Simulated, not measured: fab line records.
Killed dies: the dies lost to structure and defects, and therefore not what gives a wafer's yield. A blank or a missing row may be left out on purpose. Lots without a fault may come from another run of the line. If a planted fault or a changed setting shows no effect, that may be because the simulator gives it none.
Struck lot and sound lot, side by side | flow n5_finfet | 20 steps out of a route of 1938
Sound: the wafers L296.3, L296.5, L296.6. Struck: wafer L299.5. (L299.2 of the same lot was not struck and is left out.) The cause comes at the end.
Order at every step that has rows: each side's tool, ch and its chambers, its first start. Under that, the readings that differ: sound wafers | struck wafers | difference of the means | sigmas: that difference in standard deviations of wafers without a fault.
alike: same words and numbers on both sides, and readings whose means sit less than 2 such deviations apart. not compared: any withheld reading, any reading some wafer has no value for, any bound like >300 that may hide the same value, and any number with overlapping values for which the record gives no deviation.
Wherever a step has rows on one side only, a row that says differs or no value, or a row with sigmas, the two part there. Numbers that don't overlap but have no deviation are shown without sigmas and don't part them. A reading missing from all wafers of one side parts the sides only when that side holds two or more wafers.

first, 6 steps without rows for these wafers: N5_BEOL_M4_COAT_05 (resist thk 30 nm); N5_BEOL_M4_EBR_07; N5_BEOL_M4_SOFTBAKE_06 (time 60 s); N5_BEOL_M4_EXPOSE_08 (exposes mask M4); N5_BEOL_M4_PEB_09 (peb time 60 s); N5_BEOL_M4_DEVELOP_10 (develop time 30 s).
N5_BEOL_M4_CD_MEAS_11: the cd target is 16.79 nm.
  sound on cd_sem-02 ch 0, day 9 18:01; struck on cd_sem-02 ch 0, day 10 13:34
  alike: cd_nm
N5_BEOL_M4_OVL_MEAS_12:
  sound on overlay-02 ch 0, day 9 18:03; struck on overlay-02 ch 0, day 10 13:37
  alike: M4_OVL
N5_BEOL_M4_INSPECT_13: inspects for defects (brightfield).
  sound on defect_inspect-02, day 9 18:06; struck on defect_inspect-01, day 10 13:40
  alike: raw_defect_count
N5_BEOL_M4_DESCUM_16: chemistry O2, time 7 s.
  sound on rie_diel-02 ch 1,2,3, day 9 18:08; struck on rie_diel-05 ch 2, day 10 13:41
  reading               | sound          | struck | difference | sigmas
  oes_product_au (a.u.) | 0.82 0.87 0.98 | 0.68   | -0.21      | -3
  alike: drypump_motor_current_A, rf_vpp_V, showerhead_plenum_p_Torr, throttle_valve_pct
  not compared: rf_hours_counter_h
N5_BEOL_M4_ETCH_74: etches underlayer in N2/H2, target depth 6.5 nm, time 5.2 s.
  sound on rie_diel-02 ch 1,2,3, day 9 18:10; struck on rie_diel-05 ch 2, day 10 13:44
  reading               | sound          | struck | difference | sigmas
  etch_rf_on_time_s (s) | 5.09 5.27 5.23 | 5.36   | +0.16      | +2
  oes_product_au (a.u.) | 0.70 0.75 0.83 | 0.59   | -0.17      | -3
  alike: drypump_motor_current_A, rf_vpp_V, showerhead_plenum_p_Torr, throttle_valve_pct
  not compared: rf_hours_counter_h
N5_BEOL_M4_ETCH_63: etches SiARC in CF4, target depth 15.6 nm, time 26 s.
  sound on rie_diel-02 ch 1,2,3, day 9 18:11; struck on rie_diel-05 ch 2, day 10 13:45
  reading               | sound          | struck | difference | sigmas
  oes_product_au (a.u.) | 0.70 0.74 0.82 | 0.59   | -0.16      | -3
  alike: drypump_motor_current_A, etch_rf_on_time_s, rf_vpp_V, showerhead_plenum_p_Torr, throttle_valve_pct
  not compared: rf_hours_counter_h
N5_BEOL_M4_ETCH_64: etches SOC in N2/H2, target depth 75 nm, overetch 22.5 nm, time 121.9 s.
  sound on rie_diel-02 ch 1,2,3, day 9 18:13; struck on rie_diel-05 ch 2, day 10 13:46
  reading                                    | sound          | struck | difference | sigmas
  oes_product_au (a.u.)                      | 0.62 0.66 0.74 | 0.48   | -0.19      | -3
  model.SiARC_of_BEOL_M4_COAT_62.thk_nm (nm) | 6.2 6.4 6.4    | 5.4    | -0.9       |
  model.BEOL_M4.cd_offset_nm (nm)            | 0 0 0          | 0.6    | +0.6       |
  alike: drypump_motor_current_A, rf_vpp_V, showerhead_plenum_p_Torr, throttle_valve_pct
  not compared: rf_hours_counter_h
then, 2 steps without rows for these wafers: N5_BEOL_M4_STRIP_65 (strips in N2/H2); N5_BEOL_M4_STRIP_75 (strips in N2/H2).
N5_BEOL_M4_STRIP_66: strips in CF4.
  sound on rie_diel-02 ch 1,2,3, day 9 18:20; struck on rie_diel-05 ch 2, day 10 13:55
  reading               | sound          | struck | difference | sigmas
  oes_product_au (a.u.) | 0.81 0.86 0.95 | 0.69   | -0.18      | -3
  alike: drypump_motor_current_A, rf_vpp_V, showerhead_plenum_p_Torr, throttle_valve_pct
  not compared: rf_hours_counter_h
N5_BEOL_M4_HM_OPEN_17: chemistry Cl2/BCl3, target TiN, target depth 20 nm, overetch 6 nm.
  sound on rie_metal-03 ch 0,1, day 9 18:25; struck on rie_metal-02 ch 0, day 10 13:59
  reading                         | sound            | struck | difference | sigmas
  oes_product_au (a.u.)           | 0.73 0.83 0.74   | 0.51   | -0.26      | -3
  model.etch.depth_nm (nm)        | 19.71 19.78 19.9 | 17.74  | -2.06      |
  model.BEOL_M4.cd_offset_nm (nm) | 0 0 0            | 0.8    | +0.8       |
  alike: drypump_motor_current_A, throttle_valve_pct
  not compared: rf_hours_counter_h
N5_BEOL_M4_STRIP_19: strips in O2.
  sound on rie_diel-02 ch 0,1,2, day 9 18:30; struck on rie_diel-03 ch 3, day 10 14:13
  alike: drypump_motor_current_A, oes_product_au, rf_vpp_V, showerhead_plenum_p_Torr, throttle_valve_pct
  not compared: rf_hours_counter_h
N5_BEOL_M4_RC_MEAS_101:
  sound on prober-01 ch 0, day 10 08:11; struck on prober-01 ch 0, day 11 02:07
  alike: DIBL_N, DIBL_P, IOFF_N, IOFF_P, ION_N, ION_P, SS_N, SS_P, VT_N, VT_P
-- a jump in the record: the struck wafers' starts before and after are 5 days apart (it breaks off in module BEOL_M4 and resumes in module PASSIVATION, where the first step shown is number 1936 of the route) --
N5_PASSIVATION_PROBE_49:
  the record has rows for the struck wafers here (prober-01, day 15 21:50) and none for the sound ones

== WHERE THEY PART ==
At N5_BEOL_M4_DESCUM_16 first; at N5_PASSIVATION_PROBE_49 last (within this record only).

WHY: whatever the simulator had introduced
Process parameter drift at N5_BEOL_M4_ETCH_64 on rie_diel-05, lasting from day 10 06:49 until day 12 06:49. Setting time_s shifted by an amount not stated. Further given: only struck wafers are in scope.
